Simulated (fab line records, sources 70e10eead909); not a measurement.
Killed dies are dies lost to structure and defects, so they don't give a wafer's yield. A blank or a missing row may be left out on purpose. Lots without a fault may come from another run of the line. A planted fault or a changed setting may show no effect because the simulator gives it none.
Chamber matching | flow nand_harc | NHARC_A_CONTACT_ETCH_92 on rie_diel-03: 4 sister chambers
The step etches the open film in CH3F/O2, target depth 40 nm, time 85.7 s. 22 wafers are shown with their chamber, then 11 later ones without.

WAFERS WITH THEIR CHAMBER
wafer  | chamber | showerhead_plenum_p_Torr (Torr) | drypump_motor_current_A (A) | rf_vpp_V (V)
L768.1 | 2       | 2.29                            | 5.95                        | 241.9
L768.5 | 0       | 2.31                            | 5.76                        | 243.2
L768.6 | 3       | 2.58                            | 6.11                        | 246.2
L769.4 | 2       | 2.29                            | 5.98                        | 242.6
L769.5 | 3       | 2.58                            | 6.20                        | 246.5
L769.6 | 0       | 2.31                            | 5.73                        | 241.6
L770.2 | 1       | 2.59                            | 6.34                        | 245.9
L770.5 | 1       | 2.59                            | 6.34                        | 246.0
L770.6 | 0       | 2.31                            | 5.76                        | 243.8
L771.1 | 0       | 2.30                            | 5.75                        | 243.7
L771.4 | 3       | 2.58                            | 6.20                        | 246.2
L771.6 | 2       | 2.29                            | 5.93                        | 242.3
L773.1 | 2       | 2.29                            | 5.96                        | 241.4
L773.2 | 0       | 2.30                            | 5.74                        | 241.6
L773.4 | 3       | 2.58                            | 6.18                        | 246.8
L775.2 | 2       | 2.29                            | 5.99                        | 240.9
L775.3 | 0       | 2.30                            | 5.74                        | 243.1
L775.5 | 1       | 2.58                            | 6.35                        | 245.9
L782.1 | 0       | 2.30                            | 5.72                        | 242.3
L782.2 | 1       | 2.58                            | 6.38                        | 246.3
L782.5 | 2       | 2.29                            | 5.96                        | 242.2
L783.1 | 2       | 2.28                            | 6.02                        | 241.9

SIGNATURES (means of the wafers above)
reading                  | chamber 0 | chamber 1 | chamber 2 | chamber 3 | scatter within a chamber
showerhead_plenum_p_Torr | 2.3043    | 2.5850    | 2.2886    | 2.5800    | 0.00445
drypump_motor_current_A  | 5.7429    | 6.3525    | 5.9700    | 6.1725    | 0.027
rf_vpp_V                 | 242.757   | 246.025   | 241.886   | 246.425   | 0.646
Rule: a wafer's distance from a chamber is the root of the sum, over the readings, of the square of ((its reading less the chamber's mean) divided by the reading's scatter). The wafer belongs to the nearest chamber; if the next one is less than 2 further off, it can't be placed. The scatter: the root of (the sum of the squares of (reading less its chamber's mean) over the shown wafers, divided by (wafers less chambers)).

WAFERS WITHOUT THEIR CHAMBER
wafer  | showerhead_plenum_p_Torr (Torr) | drypump_motor_current_A (A) | rf_vpp_V (V)
L783.2 | 2.57                            | 6.14                        | 245.6
L783.4 | 2.30                            | 5.71                        | 243.0
L784.1 | 2.57                            | 6.12                        | 245.2
L784.5 | 2.28                            | 6.02                        | 242.2
L784.6 | 2.57                            | 6.18                        | 245.3
L787.1 | 2.58                            | 6.39                        | 244.9
L787.3 | 2.29                            | 5.75                        | 242.1
L787.6 | 2.28                            | 6.03                        | 240.3
L788.1 | 2.57                            | 6.16                        | 245.8
L788.2 | 2.58                            | 6.35                        | 246.4
L788.4 | 2.29                            | 5.73                        | 241.5

WHICH CHAMBER EACH WENT THROUGH
wafer  | from the rows above | in truth
L783.2 | 3                   | 3
L783.4 | 0                   | 0
L784.1 | 3                   | 3
L784.5 | 2                   | 2
L784.6 | 3                   | 3
L787.1 | 1                   | 1
L787.3 | 0                   | 0
L787.6 | 2                   | 2
L788.1 | 3                   | 3
L788.2 | 1                   | 1
L788.4 | 0                   | 0
Placed correctly: 11 of 11. Can't be placed from these rows: 0. Placed wrongly: 0.
